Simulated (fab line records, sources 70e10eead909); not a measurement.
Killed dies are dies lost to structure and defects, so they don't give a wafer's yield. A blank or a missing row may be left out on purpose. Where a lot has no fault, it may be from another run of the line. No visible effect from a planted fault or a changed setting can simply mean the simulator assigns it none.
Chamber matching	flow nandHarc	3 sister chambers for NHARC_P_CONTACT_DEP_30 on pecvd-04
The step deposits SiNx, target thk 30 nm. 3 wafers are shown with their chamber, then 7 later ones without.

== WAFERS WITH THEIR CHAMBER ==
wafer	chamber	heaterPowerOuterW (W)
L082.4	0	482
L092.1	1	368
L092.2	2	301

== WAFERS MISSING THEIR CHAMBER ==
wafer	heaterPowerOuterW (W)
L092.4	364
L095.1	365
L095.2	484
L095.5	372
L097.1	384
L097.2	314
L097.4	325

== WHICH CHAMBER EACH WENT THROUGH ==
wafer	from the rows above	in truth
L092.4	1	1
L095.1	1	1
L095.2	0	0
L095.5	1	1
L097.1	1	1
L097.2	2	2
L097.4	can't be placed: 2 or 1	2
Placed correctly: 6 of 7. Unplaceable from these rows: 1, with the true chamber sitting among the candidates in 1. 0 placed wrongly.
How it was worked out, from the rows above alone: a wafer's distance from a chamber is the root of the sum, over the readings, of the square of ((its reading less the chamber's mean) divided by the reading's scatter). If the next closest chamber is less than 2 further off than the closest, the wafer can't be placed; otherwise it belongs to the closest. The mean given for a chamber averages the wafers shown for that chamber. The scatter: with one shown wafer a chamber, the root of the mean of the squares of how far each hidden wafer lies from its nearest shown one.
